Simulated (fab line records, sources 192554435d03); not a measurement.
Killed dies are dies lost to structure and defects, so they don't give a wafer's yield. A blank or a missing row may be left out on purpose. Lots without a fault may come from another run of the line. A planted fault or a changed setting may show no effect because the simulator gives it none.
Chamber matching | flow n5_finfet | N5_DUMMY_GATE_STRIP_40 on rie_diel-04: 4 sister chambers
The step strips in CF4. 8 wafers are shown with their chamber, then 10 later ones without.

WAFERS WITH THEIR CHAMBER
wafer  | chamber | drypump_motor_current_A (A) | showerhead_plenum_p_Torr (Torr)
L081.5 | 1       | 5.4                         | 1.76
L084.5 | 0       | 5.9                         | 1.79
L087.3 | 0       | 5.9                         | 1.78
L089.1 | 2       | 6.3                         | 1.84
L089.5 | 2       | 6.4                         | 1.84
L089.6 | 3       | 5.7                         | 1.84
L090.1 | 3       | 5.7                         | 1.84
L090.3 | 1       | 5.4                         | 1.75

WAFERS WITHOUT THEIR CHAMBER
wafer  | drypump_motor_current_A (A) | showerhead_plenum_p_Torr (Torr)
L090.5 | 5.9                         | 1.78
L094.1 | 5.7                         | 1.84
L094.5 | 6.3                         | 1.84
L094.6 | 5.7                         | 1.84
L095.2 | 5.9                         | 1.78
L095.4 | 5.3                         | 1.75
L095.6 | 5.3                         | 1.75
L096.1 | 5.7                         | 1.84
L096.5 | 6.4                         | 1.84
L096.6 | 5.7                         | 1.84

WHICH CHAMBER EACH WENT THROUGH
wafer  | from the rows above | in truth
L090.5 | 0                   | 0
L094.1 | 3                   | 3
L094.5 | 2                   | 2
L094.6 | 3                   | 3
L095.2 | 0                   | 0
L095.4 | 1                   | 1
L095.6 | 1                   | 1
L096.1 | 3                   | 3
L096.5 | 2                   | 2
L096.6 | 3                   | 3
Placed correctly: 10 of 10. Can't be placed from these rows: 0. Placed wrongly: 0.
How it was worked out, from the rows above alone: a wafer's distance from a chamber is the root of the sum, over the readings, of the square of ((its reading less the chamber's mean) divided by the reading's scatter). The wafer belongs to the nearest chamber; if the next one is less than 2 further off, it can't be placed. A chamber's mean is the mean of its shown wafers. The scatter: the root of (the sum of the squares of (reading less its chamber's mean) over the shown wafers, divided by (wafers less chambers)).
